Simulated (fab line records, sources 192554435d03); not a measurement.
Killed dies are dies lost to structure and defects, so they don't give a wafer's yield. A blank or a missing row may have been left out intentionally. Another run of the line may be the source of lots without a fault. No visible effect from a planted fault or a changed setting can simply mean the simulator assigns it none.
Chamber matching :: flow n5 finfet :: N5_BEOL_M5_ALD_86 on ald metal-01 has 4 sister chambers
The step deposits TaN, pulse time 2 s, purge time 3 s, co reactant purge time 2 s. 22 wafers are shown with their chamber, then 11 later ones without.

== WAFERS, EACH WITH ITS CHAMBER ==
wafer: L074.1
chamber: 0
heater power w (W): 353
mfc carrier sccm (sccm): 1505
precursor vessel carrier sccm (sccm): 998.5

wafer: L074.2
chamber: 1
heater power w (W): 475
mfc carrier sccm (sccm): 1492
precursor vessel carrier sccm (sccm): 1001.1

wafer: L074.3
chamber: 2
heater power w (W): 456
mfc carrier sccm (sccm): 1502
precursor vessel carrier sccm (sccm): 1007.2

wafer: L076.3
chamber: 0
heater power w (W): 356
mfc carrier sccm (sccm): 1495
precursor vessel carrier sccm (sccm): 1005.0

wafer: L076.4
chamber: 1
heater power w (W): 487
mfc carrier sccm (sccm): 1498
precursor vessel carrier sccm (sccm): 996.4

wafer: L076.6
chamber: 3
heater power w (W): 429
mfc carrier sccm (sccm): 1499
precursor vessel carrier sccm (sccm): 1002.8

wafer: L075.3
chamber: 3
heater power w (W): 426
mfc carrier sccm (sccm): 1496
precursor vessel carrier sccm (sccm): 1001.6

wafer: L075.4
chamber: 1
heater power w (W): 492
mfc carrier sccm (sccm): 1501
precursor vessel carrier sccm (sccm): 997.6

wafer: L075.6
chamber: 2
heater power w (W): 455
mfc carrier sccm (sccm): 1502
precursor vessel carrier sccm (sccm): 1000.2

wafer: L078.2
chamber: 0
heater power w (W): 362
mfc carrier sccm (sccm): 1509
precursor vessel carrier sccm (sccm): 998.3

wafer: L078.4
chamber: 2
heater power w (W): 464
mfc carrier sccm (sccm): 1501
precursor vessel carrier sccm (sccm): 1002.2

wafer: L078.5
chamber: 2
heater power w (W): 455
mfc carrier sccm (sccm): 1509
precursor vessel carrier sccm (sccm): 997.6

wafer: L080.1
chamber: 3
heater power w (W): 417
mfc carrier sccm (sccm): 1493
precursor vessel carrier sccm (sccm): 1001.8

wafer: L080.4
chamber: 2
heater power w (W): 447
mfc carrier sccm (sccm): 1500
precursor vessel carrier sccm (sccm): 995.3

wafer: L080.6
chamber: 0
heater power w (W): 358
mfc carrier sccm (sccm): 1503
precursor vessel carrier sccm (sccm): 999.9

wafer: L083.1
chamber: 0
heater power w (W): 357
mfc carrier sccm (sccm): 1506
precursor vessel carrier sccm (sccm): 999.7

wafer: L083.2
chamber: 3
heater power w (W): 425
mfc carrier sccm (sccm): 1505
precursor vessel carrier sccm (sccm): 998.9

wafer: L083.5
chamber: 2
heater power w (W): 453
mfc carrier sccm (sccm): 1501
precursor vessel carrier sccm (sccm): 1003.6

wafer: L089.3
chamber: 2
heater power w (W): 452
mfc carrier sccm (sccm): 1503
precursor vessel carrier sccm (sccm): 996.8

wafer: L089.4
chamber: 1
heater power w (W): 484
mfc carrier sccm (sccm): 1505
precursor vessel carrier sccm (sccm): 1000.1

wafer: L089.5
chamber: 0
heater power w (W): 346
mfc carrier sccm (sccm): 1504
precursor vessel carrier sccm (sccm): 995.9

wafer: L091.1
chamber: 0
heater power w (W): 367
mfc carrier sccm (sccm): 1503
precursor vessel carrier sccm (sccm): 1001.2

SIGNATURES, as means of the wafers listed above
reading: heater power w
chamber 0: 357.00
chamber 1: 484.50
chamber 2: 454.57
chamber 3: 424.25
scatter within a chamber: 6.03

reading: mfc carrier sccm
chamber 0: 1503.57
chamber 1: 1499.00
chamber 2: 1502.57
chamber 3: 1498.25
scatter within a chamber: 4.31

reading: precursor vessel carrier sccm
chamber 0: 999.786
chamber 1: 998.800
chamber 2: 1000.414
chamber 3: 1001.275
scatter within a chamber: 3.14
Rule: for each reading, subtract the chamber's mean from the wafer's reading, divide by that reading's scatter and square the result; add these up over the readings and take the root, which gives the wafer's distance from the chamber. The wafer belongs to the nearest chamber; if the next one is less than 2 further off, it can't be placed. The scatter: take each reading less its chamber's mean, square it, sum over the shown wafers, divide by the number of wafers less the number of chambers, and take the root.

== WAFERS WITHOUT THEIR CHAMBER ==
wafer: L091.3
heater power w (W): 458
mfc carrier sccm (sccm): 1506
precursor vessel carrier sccm (sccm): 1006.0

wafer: L091.4
heater power w (W): 486
mfc carrier sccm (sccm): 1501
precursor vessel carrier sccm (sccm): 1002.0

wafer: L092.2
heater power w (W): 422
mfc carrier sccm (sccm): 1494
precursor vessel carrier sccm (sccm): 999.1

wafer: L092.5
heater power w (W): 424
mfc carrier sccm (sccm): 1501
precursor vessel carrier sccm (sccm): 999.9

wafer: L092.6
heater power w (W): 346
mfc carrier sccm (sccm): 1496
precursor vessel carrier sccm (sccm): 999.8

wafer: L093.1
heater power w (W): 351
mfc carrier sccm (sccm): 1504
precursor vessel carrier sccm (sccm): 998.1

wafer: L093.2
heater power w (W): 479
mfc carrier sccm (sccm): 1503
precursor vessel carrier sccm (sccm): 998.6

wafer: L093.3
heater power w (W): 429
mfc carrier sccm (sccm): 1504
precursor vessel carrier sccm (sccm): 1001.1

wafer: L095.2
heater power w (W): 414
mfc carrier sccm (sccm): 1504
precursor vessel carrier sccm (sccm): 1002.3

wafer: L095.4
heater power w (W): 446
mfc carrier sccm (sccm): 1500
precursor vessel carrier sccm (sccm): 1004.4

wafer: L095.5
heater power w (W): 474
mfc carrier sccm (sccm): 1504
precursor vessel carrier sccm (sccm): 994.4

== EACH ONE'S CHAMBER ==
wafer: L091.3
from the rows above: 2
in truth: 2

wafer: L091.4
from the rows above: 1
in truth: 1

wafer: L092.2
from the rows above: 3
in truth: 3

wafer: L092.5
from the rows above: 3
in truth: 3

wafer: L092.6
from the rows above: 0
in truth: 0

wafer: L093.1
from the rows above: 0
in truth: 0

wafer: L093.2
from the rows above: 1
in truth: 1

wafer: L093.3
from the rows above: 3
in truth: 3

wafer: L095.2
from the rows above: 3
in truth: 3

wafer: L095.4
from the rows above: can't be placed: 2 or 3
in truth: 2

wafer: L095.5
from the rows above: can't be placed: 1 or 2
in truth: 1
Correctly placed: 9 of 11. Not placeable from these rows: 2 (in 2, the candidates include the true chamber). Placed wrongly: 0.
